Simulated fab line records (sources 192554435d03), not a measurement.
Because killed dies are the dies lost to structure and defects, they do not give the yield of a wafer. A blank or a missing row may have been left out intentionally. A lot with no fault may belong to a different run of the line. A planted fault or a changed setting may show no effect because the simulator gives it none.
Which of the tools did it? -- flow n5Finfet -- 24 lots with 72 wafers sampled at 5 steps, on a route of 1938 steps

## WHAT THE GAUGES SHOWED, per wafer
N5_BEOL_M12_INSPECT_12: inspects for defects (macro). Usual: 2.1 for rawDefectCount, sd 1.4.
lot,measured,on,rawDefectCount,flag
L075,day 10 19:15,defectInspect-02,4 1 4,
L074,day 11 00:46,defectInspect-02,0 1 1,
L076,day 11 04:20,defectInspect-02,5 4 2,
L077,day 11 10:58,defectInspect-02,3 1 3,
L078,day 11 15:13,defectInspect-02,4 3 1,
L080,day 11 16:10,defectInspect-02,1 3 4,
L079,day 11 21:37,defectInspect-02,1 2 1,
L083,day 12 12:51,defectInspect-02,2 2 2,
L081,day 12 12:59,defectInspect-01,0 4 1,
L082,day 12 20:08,defectInspect-02,1 3 2,
L085,day 13 03:23,defectInspect-02,1 3 0,
L084,day 13 19:33,defectInspect-02,1 2 1,
L086,day 13 20:51,defectInspect-02,2 3 6,
L087,day 13 22:16,defectInspect-01,3 2 1,
L088,day 14 18:53,defectInspect-01,2 1 1,
L089,day 14 20:02,defectInspect-02,3 1 0,
L090,day 15 00:36,defectInspect-02,4 4 2,
L091,day 15 01:53,defectInspect-01,1 3 4,
L093,day 15 06:59,defectInspect-02,0 1 3,
L094,day 15 13:35,defectInspect-02,2 2 2,
L092,day 15 16:38,defectInspect-01,3 2 2,
L095,day 15 21:32,defectInspect-02,2 3 2,
L096,day 16 01:29,defectInspect-02,3 3 1,
L097,day 16 06:10,defectInspect-02,1 3 2,

N5_BEOL_M12_CD_MEAS_28: target cd 160.2 nm. Usual: 160.9 nm for cdNm, sd 1.5.
lot,measured,on,cdNm (nm),flag
L075,day 10 20:14,cdSem-01,159.7 159.0 159.4,
L074,day 11 01:37,cdSem-01,161.6 162.3 161.5,
L076,day 11 05:19,cdSem-01,159.6 160.2 161.8,
L077,day 11 11:56,cdSem-01,162.6 158.5 162.0,
L078,day 11 16:11,cdSem-02,163.8 162.1 162.3,
L080,day 11 17:01,cdSem-03,159.4 161.1 162.8,
L079,day 11 22:36,cdSem-01,162.2 156.4 160.5,
L083,day 12 14:46,cdSem-03,160.1 161.4 160.2,
L081,day 12 14:48,cdSem-01,162.4 161.5 162.4,
L082,day 12 20:59,cdSem-03,163.2 161.4 158.7,
L085,day 13 04:27,cdSem-02,159.1 160.4 160.9,
L084,day 13 20:43,cdSem-01,162.5 161.1 160.0,
L086,day 13 21:58,cdSem-03,159.5 157.0 160.8,
L087,day 13 23:42,cdSem-01,162.3 160.5 161.2,
L088,day 14 19:49,cdSem-02,159.9 161.7 160.2,
L089,day 14 21:03,cdSem-02,158.6 159.6 162.6,
L090,day 15 01:35,cdSem-01,163.8 161.4 160.8,
L091,day 15 02:58,cdSem-03,160.4 160.4 161.4,
L093,day 15 07:58,cdSem-02,159.3 161.7 160.5,
L094,day 15 15:14,cdSem-03,161.5 161.8 160.1,
L092,day 15 17:29,cdSem-02,161.5 162.1 161.8,
L095,day 15 22:40,cdSem-02,161.1 159.3 163.4,
L096,day 16 02:29,cdSem-01,158.9 159.3 158.5,
L097,day 16 07:14,cdSem-03,160.2 161.7 160.0,

N5_BEOL_M12_OCD_MEAS_35. Usual: 318 nm for trenchDepthNm, sd 4.9.
lot,measured,on,trenchDepthNm (nm),flag
L075,day 10 20:53,ocd-02,313 314 323,
L074,day 11 02:27,ocd-02,319 315 322,
L076,day 11 06:17,ocd-01,328 318 317,
L077,day 11 12:35,ocd-02,321 323 322,
L078,day 11 16:47,ocd-02,313 321 317,
L080,day 11 17:37,ocd-01,316 320 315,
L079,day 11 23:22,ocd-01,321 307 322,
L083,day 12 15:22,ocd-02,315 315 311,
L081,day 12 15:24,ocd-01,321 322 319,
L082,day 12 21:36,ocd-01,315 316 319,
L085,day 13 05:03,ocd-02,311 315 321,
L084,day 13 21:32,ocd-01,326 317 317,
L086,day 13 22:52,ocd-01,314 319 320,
L087,day 14 00:19,ocd-02,322 320 325,
L088,day 14 20:26,ocd-01,309 322 321,
L089,day 14 21:39,ocd-01,320 307 306,
L090,day 15 02:26,ocd-01,326 316 326,
L091,day 15 03:52,ocd-02,315 315 319,
L093,day 15 08:55,ocd-02,322 320 321,
L094,day 15 15:58,ocd-01,317 308 320,
L092,day 15 18:05,ocd-02,314 321 310,
L095,day 15 23:16,ocd-01,314 324 315,
L096,day 16 03:06,ocd-01,325 314 328,
L097,day 16 08:02,ocd-02,320 310 321,

## WHAT TOOL EACH LOT RAN ON (gives the tool, then ch and the chambers of the sampled wafers, and finally the start)
lot,N5_BEOL_M11_ETCH_41,N5_BEOL_M11_CMP_52
L075,"rieDiel-05 ch 0,1, day 10 18:14 or earlier","cmp-04 ch 1,2, day 10 18:14"
L074,"rieDiel-01 ch 0,1,3, day 10 23:41 or earlier","cmp-02 ch 0,2,3, day 10 23:41"
L076,"rieDiel-02 ch 0,1,3, day 11 03:17 or earlier","cmp-01 ch 0,1,2, day 11 03:17"
L077,"rieDiel-01 ch 1,2, day 11 09:59 or earlier","cmp-01 ch 1,2, day 11 09:59"
L078,"rieDiel-05 ch 0,2, day 11 13:49 or earlier","cmp-04 ch 0,1,3, day 11 13:49"
L080,"rieDiel-02 ch 0,1,2, day 11 15:13 or earlier","cmp-02 ch 1,3, day 11 15:13"
L079,"rieDiel-05 ch 2,3, day 11 20:40 or earlier","cmp-01 ch 0,2,3, day 11 20:40"
L083,"rieDiel-02 ch 0,1,2, day 12 11:53 or earlier","cmp-04 ch 2,3, day 12 11:53"
L081,"rieDiel-01 ch 0,1,2, day 12 12:02 or earlier","cmp-02 ch 1,2, day 12 12:02"
L082,"rieDiel-05 ch 0,1, day 12 19:02 or earlier","cmp-01 ch 2,3, day 12 19:02"
L085,"rieDiel-05 ch 0,1,2, day 13 02:22 or earlier","cmp-04 ch 0,2,3, day 13 02:22"
L084,"rieDiel-05 ch 0,1,3, day 13 18:26 or earlier","cmp-04 ch 1,2,3, day 13 18:26"
L086,"rieDiel-02 ch 0,1,3, day 13 19:55 or earlier","cmp-04 ch 0,2,3, day 13 19:55"
L087,"rieDiel-01 ch 1,2, day 13 21:22 or earlier","cmp-01 ch 0,1,3, day 13 21:22"
L088,"rieDiel-05 ch 1,2, day 14 17:58 or earlier","cmp-01 ch 1,2,3, day 14 17:58"
L089,"rieDiel-01 ch 0,2,3, day 14 19:04 or earlier","cmp-02 ch 1,2, day 14 19:04"
L090,"rieDiel-02 ch 1,3, day 14 23:29 or earlier","cmp-01 ch 1,2, day 14 23:29"
L091,"rieDiel-01 ch 1,3, day 15 00:47 or earlier","cmp-04 ch 0,1,2, day 15 00:47"
L093,"rieDiel-05 ch 2,3, day 15 06:05 or earlier","cmp-02 ch 0,1,2, day 15 06:05"
L094,"rieDiel-02 ch 1,2, day 15 12:29 or earlier","cmp-04 ch 2,3, day 15 12:29"
L092,"rieDiel-01 ch 1,2,3, day 15 15:40 or earlier","cmp-01 ch 1,2,3, day 15 15:40"
L095,"rieDiel-01 ch 0,3, day 15 20:34 or earlier","cmp-01 ch 2,3, day 15 20:34"
L096,"rieDiel-05 ch 1,2, day 16 00:24 or earlier","cmp-01 ch 1,2, day 16 00:24"
L097,"rieDiel-02 ch 0,1,2, day 16 05:08 or earlier","cmp-04 ch 0,1,3, day 16 05:08"
- N5_BEOL_M11_ETCH_41: etches SiCN in CH3F/O2, target depth 42.6 nm, time 86 s.
- N5_BEOL_M11_CMP_52: polishes, stops on SiCOH lowk, t overpolish 7 s, target thk 140 nm.

## AS READ BY THE TOOLS THEMSELVES (means over the sampled wafers that have a number; for cases with no such wafer, the mark the record gives instead)
N5_BEOL_M11_ETCH_41. Usual: CH3F_flow_sccm 30.00 sccm, standard deviation 0.087; drypumpMotorCurrentA 5.9 A, standard deviation 0.31; oesProductAu 0.78 a.u., standard deviation 0.077; rfVppV 297.4 V, standard deviation 1.5; showerheadPlenumPTorr 1.99 Torr, standard deviation 0.061; throttleValvePct 16.32 %, standard deviation 0.19.
lot,tool,CH3F_flow_sccm (sccm),drypumpMotorCurrentA (A),oesProductAu (a.u.),rfVppV (V),showerheadPlenumPTorr (Torr),throttleValvePct (%),flag
L075,rieDiel-05,29.95,5.5,0.77,296.5,1.92,16.44,
L074,rieDiel-01,29.95,6.1,0.79,296.4,1.98,16.22,
L076,rieDiel-02,30.10,6.1,0.77,297.8,2.03,16.46,
L077,rieDiel-01,30.04,6.0,0.80,296.7,2.01,16.16,
L078,rieDiel-05,29.94,5.6,0.77,297.4,1.96,16.35,
L080,rieDiel-02,29.90,6.1,0.78,297.3,2.05,16.31,
L079,rieDiel-05,29.96,5.8,0.79,296.8,1.98,16.19,
L083,rieDiel-02,30.01,6.1,0.77,297.8,2.05,16.32,
L081,rieDiel-01,30.15,5.9,0.83,297.8,2.02,16.11,
L082,rieDiel-05,29.99,5.5,0.75,296.0,1.91,16.47,
L085,rieDiel-05,29.93,5.6,0.77,297.1,1.93,16.36,
L084,rieDiel-05,29.96,5.7,0.73,297.7,1.96,16.45,
L086,rieDiel-02,30.09,6.1,0.76,297.8,2.02,16.49,
L087,rieDiel-01,29.90,6.0,0.78,296.8,2.00,16.20,
L088,rieDiel-05,29.95,5.6,0.80,296.2,1.92,16.27,
L089,rieDiel-01,29.99,5.9,0.80,296.9,1.99,16.24,
L090,rieDiel-02,30.06,6.2,0.82,297.5,2.02,16.52,
L091,rieDiel-01,30.00,6.1,0.73,295.7,1.96,16.34,
L093,rieDiel-05,30.05,5.9,0.77,297.3,1.97,16.22,
L094,rieDiel-02,29.93,6.4,0.76,298.1,2.01,16.39,
L092,rieDiel-01,30.00,5.9,0.75,296.7,1.97,16.31,
L095,rieDiel-01,30.00,6.0,0.79,297.0,1.99,16.21,
L096,rieDiel-05,29.97,5.6,0.76,296.1,1.91,16.40,
L097,rieDiel-02,30.02,6.1,0.75,298.8,2.04,16.36,

N5_BEOL_M11_CMP_52. Usual: barrierFieldEndpointS 28.9 s, standard deviation 0.96; motorCurrentA 6.0 A, standard deviation 0.36; overpolishRunS 6.999 s, standard deviation 0.0084; timeToEndpointS 66 s, standard deviation 4.
lot,tool,barrierFieldEndpointS (s),motorCurrentA (A),overpolishRunS (s),timeToEndpointS (s),flag
L075,cmp-04,28.7,5.9,7.010,63,
L074,cmp-02,30.2,5.8,6.997,69,
L076,cmp-01,29.3,6.2,6.991,67,
L077,cmp-01,29.2,6.2,6.990,70,
L078,cmp-04,28.8,6.0,7.000,65,
L080,cmp-02,27.8,5.8,7.006,64,
L079,cmp-01,29.4,5.8,7.003,70,
L083,cmp-04,28.8,6.1,6.997,64,
L081,cmp-02,29.1,6.3,7.003,68,
L082,cmp-01,29.7,5.9,6.993,71,
L085,cmp-04,29.0,6.3,7.001,67,
L084,cmp-04,28.8,6.3,6.992,64,
L086,cmp-04,28.2,6.1,6.990,69,
L087,cmp-01,29.6,5.9,7.004,67,
L088,cmp-01,29.1,6.1,6.992,67,
L089,cmp-02,29.7,6.1,7.003,67,
L090,cmp-01,29.7,6.1,6.995,67,
L091,cmp-04,28.5,6.3,6.992,64,
L093,cmp-02,28.7,5.5,6.988,66,
L094,cmp-04,28.6,6.4,6.998,66,
L092,cmp-01,27.8,6.0,6.988,64,
L095,cmp-01,29.9,5.9,6.997,69,
L096,cmp-01,28.0,6.3,6.997,66,
L097,cmp-04,29.1,6.2,6.994,69,

## THE ANSWER, worked out from the rows above alone
Rule: a lot is off if the mean of its wafers that have a number lies more than 3 standard deviations from the usual mean. Also off: a lot with no number at a reading for which 4 or more lots have one. The other lots that the step has rows for count as sound. The gauges are gone through in route order, then the tools' own readings, and for those a lot's mean is taken as printed above. The first step at which some lot is off is used, and at that step the reading that is off furthest; a lot without a number counts as furthest.
No lot is off at any reading shown: from this, nothing can be told.

## WHAT HAD BEEN PUT IN BY THE SIMULATOR
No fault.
